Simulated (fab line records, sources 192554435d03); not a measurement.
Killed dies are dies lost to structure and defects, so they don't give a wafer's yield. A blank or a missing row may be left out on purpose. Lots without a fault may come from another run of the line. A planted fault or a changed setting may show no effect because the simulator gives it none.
Split-lot experiment | flow n5_finfet | 7 lots, 21 wafers read, on a route of 1938 steps

THE SPLIT
At N5_BEOL_M12_DEP_53 (deposits SiCN from 3MS/NH3, target thk 30 nm, time 10.5 s), the setting time_s was moved away from the recipe's 10.5 s on 7 of the 21 wafers read, by -7.0% to +10.7%. The other wafers ran this setting at the recipe's value.

The reading is taken at the split's own step.

THE READING
SiCN_of_BEOL_M12_DEP_53.thk_nm (the simulator's own value, which no gauge read), in nm, at N5_BEOL_M12_DEP_53 (deposits SiCN from 3MS/NH3, target thk 30 nm, time 10.5 s). The file gives no usual value for it. The 14 wafers here that ran the recipe average 30.1 nm, standard deviation 0.45 nm.

wafer  | tool, chamber at the split | time_s as run, s | against the recipe | SiCN_of_BEOL_M12_DEP_53.thk_nm, nm | against lot-mates on the recipe
L075.2 | pecvd-03, 0                | 10.5             | recipe             | 29.2                               | -
L075.4 | pecvd-03, 0,1              | 9.869            | -6.0%              | 28.4                               | -0.8
L075.6 | pecvd-03, 0,1              | 9.869            | -6.0%              | 28.4                               | -0.8
L074.3 | pecvd-03, 2                | 10.5             | recipe             | 29.4                               | -
L074.5 | pecvd-03, 0                | 11.6             | +10.5%             | 33                                 | +3.6
L074.6 | pecvd-03, 1                | 11.6             | +10.5%             | 32.8                               | +3.4
L077.2 | pecvd-04, 1                | 10.5             | recipe             | 30.2                               | -
L077.3 | pecvd-04, 0                | 10.5             | recipe             | 29.8                               | -
L077.4 | pecvd-04, 1                | 10.5             | recipe             | 30.8                               | -
L079.1 | pecvd-01, 0                | 10.5             | recipe             | 30.2                               | -
L079.2 | pecvd-01, 2                | 10.5             | recipe             | 30                                 | -
L079.6 | pecvd-01, 0                | 10.5             | recipe             | 30.6                               | -
L085.2 | pecvd-03, 2,0              | 10.5             | recipe             | 30                                 | -
L085.5 | pecvd-03, 2,0              | 10.5             | recipe             | 30                                 | -
L085.6 | pecvd-03, 2                | 10.5             | recipe             | 30.4                               | -
L089.1 | pecvd-04, 2,0              | 9.761            | -7.0%              | 28                                 | -2.8
L089.3 | pecvd-04, 2,0              | 9.761            | -7.0%              | 28                                 | -2.8
L089.6 | pecvd-04, 1                | 10.5             | recipe             | 30.8                               | -
L097.1 | pecvd-04, 1                | 10.5             | recipe             | 30                                 | -
L097.2 | pecvd-04, 0                | 11.62            | +10.7%             | 33                                 | +2.9
L097.4 | pecvd-04, 1                | 10.5             | recipe             | 30.2                               | -
Where a row lists several chambers, the file gives one row for several wafers and doesn't say which wafer went through which chamber.

THE FIT
A straight line over all 21 wafers: SiCN_of_BEOL_M12_DEP_53.thk_nm changes by +0.277 nm for each +1% of time_s; r = +0.96; the points scatter about the line by 0.39 nm.
The same after taking each lot's own level away (the mean of its wafers on the recipe; 21 wafers): +0.303 nm for each +1%; r = +0.96; scatter 0.46 nm.
On that fit, the largest move of time_s shifts the reading by 3.2 nm.
The lots' own levels span 29.20 to 30.80 nm, that is 3.6 times the standard deviation above.
So the lot-to-lot level changes the slope little: the two slopes agree.
Check: with one of the wafers moved furthest among these (+10.7%) left out of the fit, the line predicts +3.42 nm for it against its lot-mates. It came out at +2.9 nm against them.

THE FILE'S OWN FIT
SiCN_of_BEOL_M12_DEP_53.thk_nm changes by +0.298 nm for each +1% of time_s, r = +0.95.
